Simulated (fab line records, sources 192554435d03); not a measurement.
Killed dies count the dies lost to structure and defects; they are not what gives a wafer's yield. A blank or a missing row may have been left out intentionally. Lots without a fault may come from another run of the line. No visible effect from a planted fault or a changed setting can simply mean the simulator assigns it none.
A struck lot beside a sound one + flow n5-finfet + 18 steps out of a route of 1938
Sound: wafers L200.1, L200.4, L200.5. Wafers L195.1, L195.2, L195.4 were the ones struck. Last of all comes the cause.
At each step with rows: each side's tool, then ch and its chambers, then its first start. Under that, the readings that differ: sound wafers + struck wafers + difference of the means + sigmas: that difference in standard deviations of wafers without a fault.
alike: words and numbers the same on both sides, and readings whose means are apart by under 2 such deviations; not compared: readings that were withheld, readings missing a value for some wafer, numbers with overlapping values and no deviation given by the record, and bounds like >300 which may hide the same value.
The two part at a step that has a row with sigmas, a row that says differs or no value, or rows on one side only. Numbers that have no deviation but don't overlap get no sigmas and don't part them. A reading that every wafer of one side lacks parts them only if that side has two wafers or more.

N5_BEOL_M4_RC_MEAS_101:
  sound on prober-01 ch 0, day 11 16:41; struck on prober-01 ch 0, day 11 11:02
  alike: DIBL_N, DIBL_P, IOFF_N, IOFF_P, ION_N, ION_P, SS_N, SS_P, VT_N, VT_P
N5_BEOL_M5_ILD_DEP_00: deposits SiCOH lowk from DEMS/porogen, target thk 140.64 nm, time 25.9 s.
  sound on pecvd-03 ch 1,2, day 11 17:38; struck on pecvd-04 ch 0,1, day 11 12:00
  alike: heater-power-w, showerhead-plenum-p-Torr, showerhead-vpp-V, throttle-valve-pct
N5_BEOL_M5_CURE_79: cures SiCOH lowk, time 240 s.
  sound on uv-cure-01 ch 0, day 11 17:58; struck on uv-cure-02 ch 2, day 11 12:26
  alike: lamp-power-pct, wafer_temp_C_max
N5_BEOL_M5_THK_MEAS_01:
  sound on film-metro-02 at day 11 18:28; struck on film-metro-01 at day 11 12:57
  alike: M5_ILD_THK
N5_BEOL_M5_PECVD_70: deposits SiO2 from TEOS/O2, target thk 16 nm, time 18 s.
  sound on pecvd-04 ch 1,2, day 11 18:31; struck on pecvd-04 ch 0,1, day 11 12:59
  alike: heater-power-w, showerhead-plenum-p-Torr, showerhead-vpp-V, throttle-valve-pct
N5_BEOL_M5_HM_DEP_02: deposits TiN, target thk 20 nm.
  sound on pvd-sputter-01 at day 11 18:46; struck on pvd-sputter-02 at day 11 13:49
  alike: throttle-valve-pct
then, 6 steps without rows for these wafers: N5_BEOL_M5_COAT_59 (time 60 s, resist thk 60 nm); N5_BEOL_M5_COAT_60 (time 60 s, resist thk 12 nm); N5_BEOL_M5_COAT_71 (time 60 s, resist thk 5 nm); N5_BEOL_M5_COAT_05 (resist thk 30 nm); N5_BEOL_M5_EBR_07; N5_BEOL_M5_SOFTBAKE_06 (time 60 s).
N5_BEOL_M5_EXPOSE_08: exposes mask M5, target cd 28 nm.
  sound on euv-scanner-02 ch 0, day 11 19:10; struck on euv-scanner-01 ch 0, day 11 14:05
| reading                         | sound          | struck      | difference | sigmas |
|---------------------------------|----------------|-------------|------------|--------|
| model.BEOL_M5.overlay-x-nm (nm) | -0.2 -0.2 -0.2 | 7.8 7.8 7.8 | +8.0       |        |
  alike: mask
then, 2 steps without rows for these wafers: N5_BEOL_M5_PEB_09 (peb time 60 s); N5_BEOL_M5_DEVELOP_10 (develop time 30 s).
N5_BEOL_M5_CD_MEAS_11: target cd 27.74 nm.
  sound on cd-sem-01 ch 0, day 11 19:17; struck on cd-sem-01 ch 0, day 11 14:13
  alike: cd-nm
N5_BEOL_M5_OVL_MEAS_12:
  sound on overlay-01 ch 0, day 11 19:20; struck on overlay-01 ch 0, day 11 14:14
| reading     | sound         | struck      | difference | sigmas |
|-------------|---------------|-------------|------------|--------|
| M5_OVL (nm) | 1.1 -1.3 -0.1 | 7.0 7.5 7.9 | +7.6       | +11    |
N5_BEOL_M5_INSPECT_13: inspects for defects (brightfield).
  sound on defect-inspect-02 at day 11 19:23; struck on defect-inspect-02 at day 11 14:17
  alike: raw-defect-count

## WHERE THEY PART
Only at N5_BEOL_M5_OVL_MEAS_12, within this record. Later steps at which nothing parts them and some readings are alike: N5_BEOL_M5_INSPECT_13.

WHY: what had been put in by the simulator
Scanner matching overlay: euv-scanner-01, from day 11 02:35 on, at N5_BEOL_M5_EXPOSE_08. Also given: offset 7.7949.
